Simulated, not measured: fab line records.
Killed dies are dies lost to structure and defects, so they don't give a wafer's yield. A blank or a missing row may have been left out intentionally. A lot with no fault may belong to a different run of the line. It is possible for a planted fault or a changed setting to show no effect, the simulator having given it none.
Chamber matching	flow n5_finfet	N5_SPACER0_ALD_07 on ald_sin-02 has 4 sister chambers
The step deposits SiNx, target thk 2 nm. 8 wafers are shown with their chamber, then 11 later ones without.

WAFERS PAIRED WITH THEIR CHAMBERS
wafer	chamber	heater_power_w (W)
L085.1	1	864
L085.3	2	834
L085.5	3	815
L085.6	0	1032
L087.1	3	845
L087.2	2	868
L087.3	0	1006
L087.4	1	885

WAFERS WITH NO CHAMBER GIVEN
wafer	heater_power_w (W)
L087.5	845
L087.6	1035
L090.1	874
L090.4	881
L090.5	846
L094.1	825
L094.4	847
L094.5	860
L095.1	860
L095.4	802
L095.6	838

THE CHAMBER EACH PASSED THROUGH
wafer	from the rows above	in truth
L087.5	can't be placed: 2 or 3 or 1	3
L087.6	0	0
L090.1	can't be placed: 1 or 2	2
L090.4	can't be placed: 1 or 2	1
L090.5	can't be placed: 2 or 3 or 1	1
L094.1	can't be placed: 3 or 2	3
L094.4	can't be placed: 2 or 3 or 1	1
L094.5	can't be placed: 2 or 1 or 3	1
L095.1	can't be placed: 2 or 1 or 3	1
L095.4	can't be placed: 3 or 2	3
L095.6	can't be placed: 3 or 2 or 1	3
Placed correctly: 1 of 11. From these rows, 10 cannot be placed; in 10 the true chamber is one of the candidates. Number placed wrongly: 0.
How it was worked out, from the rows above alone: a wafer's distance from a chamber is the root of the sum, over the readings, of the square of ((its reading less the chamber's mean) divided by the reading's scatter). If the next closest chamber is less than 2 further off than the closest, the wafer can't be placed; otherwise it belongs to the closest. Each chamber's mean is taken over the wafers shown for it. The scatter: take each reading less its chamber's mean, square it, sum over the shown wafers, divide by the number of wafers less the number of chambers, and take the root.
